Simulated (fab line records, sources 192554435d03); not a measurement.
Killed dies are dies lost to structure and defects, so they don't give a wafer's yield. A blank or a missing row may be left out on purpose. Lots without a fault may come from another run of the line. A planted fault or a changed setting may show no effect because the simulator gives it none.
Which tool did it? | flow n5_finfet | 10 lots, 28 wafers sampled, at 4 steps of a route of 1938

WHAT THE GAUGES READ, wafer by wafer
The record holds no reading of a measuring or inspecting step that can be judged against a usual standard deviation.

WHICH TOOL RAN EACH LOT (tool, then ch and the chambers of the sampled wafers, then the start)
lot  | N5_BEOL_M9_HM_DEP_02         | N5_BEOL_M9_DESCUM_16               | N5_BEOL_M9_ETCH_61                 | N5_BEOL_M9_STRIP_67
L214 | pvd_sputter-03, day 10 18:57 | rie_diel-06 ch 2,3, day 10 19:32   | rie_diel-06 ch 2,3, day 10 19:34   | rie_diel-06 ch 2,3, day 10 19:46
L213 | pvd_sputter-02, day 11 06:26 | rie_diel-04 ch 0,3, day 11 07:12   | rie_diel-04 ch 0,3, day 11 07:14   | rie_diel-04 ch 0,3, day 11 07:25
L218 | pvd_sputter-01, day 12 01:53 | rie_diel-06 ch 0,1,2, day 12 02:39 | rie_diel-06 ch 0,1,2, day 12 02:41 | rie_diel-06 ch 0,1,2, day 12 02:53
L220 | pvd_sputter-01, day 12 14:16 | rie_diel-04 ch 0,3, day 12 14:55   | rie_diel-04 ch 0,3, day 12 14:56   | rie_diel-04 ch 0,3, day 12 15:08
L219 | pvd_sputter-03, day 12 19:57 | rie_diel-04 ch 0,1,3, day 12 20:37 | rie_diel-04 ch 0,1,3, day 12 20:40 | rie_diel-04 ch 0,1,3, day 12 20:51
L227 | pvd_sputter-02, day 14 20:07 | rie_diel-06 ch 0,1,3, day 14 21:06 | rie_diel-06 ch 0,1,3, day 14 21:08 | rie_diel-06 ch 0,1,3, day 14 21:20
L236 | pvd_sputter-03, day 16 02:21 | rie_diel-04 ch 3, day 16 03:00     | rie_diel-04 ch 3, day 16 03:03     | rie_diel-04 ch 3, day 16 03:21
L233 | pvd_sputter-01, day 16 10:25 | rie_diel-06 ch 2,3, day 16 11:01   | rie_diel-06 ch 2,3, day 16 11:03   | rie_diel-06 ch 2,3, day 16 11:15
L234 | pvd_sputter-03, day 16 15:07 | rie_diel-06 ch 1,2, day 16 16:17   | rie_diel-06 ch 1,2, day 16 16:19   | rie_diel-06 ch 1,2, day 16 16:31
L235 | pvd_sputter-02, day 16 21:36 | rie_diel-01 ch 2,3, day 16 22:04   | rie_diel-01 ch 2,3, day 16 22:06   | rie_diel-01 ch 2,3, day 16 22:17
- N5_BEOL_M9_HM_DEP_02: deposits TiN, target thk 20 nm.
- N5_BEOL_M9_DESCUM_16: chemistry O2, time 7.9 s.
- N5_BEOL_M9_ETCH_61: etches SiARC in CF4, target depth 39 nm, time 65 s.
- N5_BEOL_M9_STRIP_67: strips in CF4.

WHAT THE TOOLS THEMSELVES READ (means of the sampled wafers that have a number; where no wafer has one, the mark that the record gives instead)
N5_BEOL_M9_HM_DEP_02. Usual: substrate_temp_c 25.01 C, standard deviation 0.12; throttle_valve_pct 30.0 %, standard deviation 0.69.
lot  | tool           | substrate_temp_c (C) | throttle_valve_pct (%) | flag
L214 | pvd_sputter-03 | 24.94                | 29.9                   |
L213 | pvd_sputter-02 | 25.21                | 30.4                   |
L218 | pvd_sputter-01 | 25.07                | 30.4                   |
L220 | pvd_sputter-01 | 24.97                | 30.3                   |
L219 | pvd_sputter-03 | 25.04                | 30.9                   |
L227 | pvd_sputter-02 | 25.15                | 30.1                   |
L236 | pvd_sputter-03 | 24.96                | 30.1                   |
L233 | pvd_sputter-01 | 25.04                | 30.0                   |
L234 | pvd_sputter-03 | 24.92                | 29.6                   |
L235 | pvd_sputter-02 | 24.98                | 29.8                   |

N5_BEOL_M9_DESCUM_16. Usual: chamber_pressure_mTorr 20.000 mTorr, standard deviation 0.019; drypump_motor_current_A 5.4 A, standard deviation 0.32; oes_product_au 0.82 a.u., standard deviation 0.086; rf_vpp_V 243.0 V, standard deviation 1.1; showerhead_plenum_p_Torr 2.08 Torr, standard deviation 0.055; throttle_valve_pct 20.41 %, standard deviation 0.27.
lot  | tool        | chamber_pressure_mTorr (mTorr) | drypump_motor_current_A (A) | oes_product_au (a.u.) | rf_vpp_V (V) | showerhead_plenum_p_Torr (Torr) | throttle_valve_pct (%) | flag
L214 | rie_diel-06 | 20.005                         | 5.1                         | 0.75                  | 243.6        | 2.08                            | 20.32                  |
L213 | rie_diel-04 | 20.017                         | 5.2                         | 0.79                  | 242.2        | 2.09                            | 20.62                  |
L218 | rie_diel-06 | 19.979                         | 5.5                         | 0.83                  | 241.7        | 2.05                            | 20.33                  |
L220 | rie_diel-04 | 19.998                         | 5.2                         | 0.89                  | 244.3        | 2.08                            | 20.40                  |
L219 | rie_diel-04 | 19.993                         | 5.4                         | 0.90                  | 243.3        | 2.11                            | 20.44                  |
L227 | rie_diel-06 | 19.995                         | 5.4                         | 0.76                  | 242.5        | 2.02                            | 20.42                  |
L236 | rie_diel-04 | 19.989                         | 5.1                         | 0.82                  | 243.1        | 2.04                            | 20.40                  |
L233 | rie_diel-06 | 20.021                         | 5.2                         | 0.74                  | 244.0        | 2.09                            | 20.30                  |
L234 | rie_diel-06 | 20.013                         | 5.5                         | 0.83                  | 242.7        | 2.08                            | 20.09                  |
L235 | rie_diel-01 | 20.008                         | 5.2                         | 0.78                  | 242.9        | 2.07                            | 20.37                  |

N5_BEOL_M9_ETCH_61. Usual: chamber_pressure_mTorr 40.00 mTorr, standard deviation 0.032; drypump_motor_current_A 5.4 A, standard deviation 0.32; etch_rf_on_time_s 64.0 s, standard deviation 2; oes_product_au 0.71 a.u., standard deviation 0.075; rf_vpp_V 184.0 V, standard deviation 1; showerhead_plenum_p_Torr 2.13 Torr, standard deviation 0.051; throttle_valve_pct 15.61 %, standard deviation 0.28.
lot  | tool        | chamber_pressure_mTorr (mTorr) | drypump_motor_current_A (A) | etch_rf_on_time_s (s) | oes_product_au (a.u.) | rf_vpp_V (V) | showerhead_plenum_p_Torr (Torr) | throttle_valve_pct (%) | flag
L214 | rie_diel-06 | 40.03                          | 5.0                         | 64.7                  | 0.65                  | 184.5        | 2.13                            | 15.57                  |
L213 | rie_diel-04 | 40.00                          | 5.2                         | 64.5                  | 0.68                  | 185.0        | 2.15                            | 15.81                  |
L218 | rie_diel-06 | 39.98                          | 5.5                         | 65.1                  | 0.71                  | 184.1        | 2.11                            | 15.52                  |
L220 | rie_diel-04 | 39.97                          | 5.2                         | 62.9                  | 0.77                  | 184.5        | 2.13                            | 15.54                  |
L219 | rie_diel-04 | 40.03                          | 5.3                         | 63.0                  | 0.78                  | 183.4        | 2.16                            | 15.58                  |
L227 | rie_diel-06 | 39.99                          | 5.4                         | 64.3                  | 0.66                  | 184.0        | 2.08                            | 15.69                  |
L236 | rie_diel-04 | 40.01                          | 5.2                         | 64.4                  | 0.70                  | 183.6        | 2.09                            | 15.53                  |
L233 | rie_diel-06 | 40.00                          | 5.2                         | 53.9                  | 0.73                  | 184.5        | 2.14                            | 15.52                  | OFF
L234 | rie_diel-06 | 39.97                          | 5.6                         | 56.5                  | 0.78                  | 183.8        | 2.12                            | 15.29                  | OFF
L235 | rie_diel-01 | 40.00                          | 5.2                         | 61.8                  | 0.68                  | 183.8        | 2.15                            | 15.74                  |

N5_BEOL_M9_STRIP_67. Usual: chamber_pressure_mTorr 50.00 mTorr, standard deviation 0.048; drypump_motor_current_A 5.4 A, standard deviation 0.32; oes_product_au 0.82 a.u., standard deviation 0.08; rf_vpp_V 271.0 V, standard deviation 1.3; showerhead_plenum_p_Torr 1.78 Torr, standard deviation 0.038; throttle_valve_pct 13.57 %, standard deviation 0.29.
lot  | tool        | chamber_pressure_mTorr (mTorr) | drypump_motor_current_A (A) | oes_product_au (a.u.) | rf_vpp_V (V) | showerhead_plenum_p_Torr (Torr) | throttle_valve_pct (%) | flag
L214 | rie_diel-06 | 49.99                          | 5.0                         | 0.76                  | 271.9        | 1.79                            | 13.57                  |
L213 | rie_diel-04 | 49.98                          | 5.2                         | 0.79                  | 271.2        | 1.79                            | 13.76                  |
L218 | rie_diel-06 | 49.99                          | 5.5                         | 0.83                  | 269.9        | 1.77                            | 13.53                  |
L220 | rie_diel-04 | 50.02                          | 5.2                         | 0.88                  | 271.3        | 1.78                            | 13.45                  |
L219 | rie_diel-04 | 50.02                          | 5.4                         | 0.90                  | 271.5        | 1.80                            | 13.51                  |
L227 | rie_diel-06 | 49.99                          | 5.4                         | 0.76                  | 270.3        | 1.75                            | 13.71                  |
L236 | rie_diel-04 | 49.98                          | 5.1                         | 0.81                  | 269.9        | 1.74                            | 13.46                  |
L233 | rie_diel-06 | 49.94                          | 5.2                         | 0.75                  | 270.7        | 1.79                            | 13.52                  |
L234 | rie_diel-06 | 49.98                          | 5.5                         | 0.83                  | 271.8        | 1.79                            | 13.28                  |
L235 | rie_diel-01 | 49.99                          | 5.2                         | 0.77                  | 271.5        | 1.79                            | 13.68                  |

THE ANSWER, worked out from the rows above alone
Rule: a lot is off if the mean of its wafers that have a number lies more than 3 standard deviations from the usual mean. A lot without any number at a reading at which 4 lots or more have one is off too. The other lots that the step has rows for count as sound. The gauges are gone through in route order, then the tools' own readings, and for those a lot's mean is taken as printed above. The first step at which some lot is off is used, and at that step the reading that is off furthest; a lot without a number counts as furthest.
Off: L233, L234, at N5_BEOL_M9_ETCH_61 (etch_rf_on_time_s).
A tool fits if, at that step or a process step before it, it ran every lot that is off, and no sound lot after the first of them. One fits: rie_diel-06 at N5_BEOL_M9_DESCUM_16 and N5_BEOL_M9_ETCH_61. At N5_BEOL_M9_DESCUM_16 its last sound lot is L227 (day 14 21:06), its first lot that is off L233 (day 16 11:01): a fault that began between those two fits.

WHAT THE SIMULATOR HAD PUT IN
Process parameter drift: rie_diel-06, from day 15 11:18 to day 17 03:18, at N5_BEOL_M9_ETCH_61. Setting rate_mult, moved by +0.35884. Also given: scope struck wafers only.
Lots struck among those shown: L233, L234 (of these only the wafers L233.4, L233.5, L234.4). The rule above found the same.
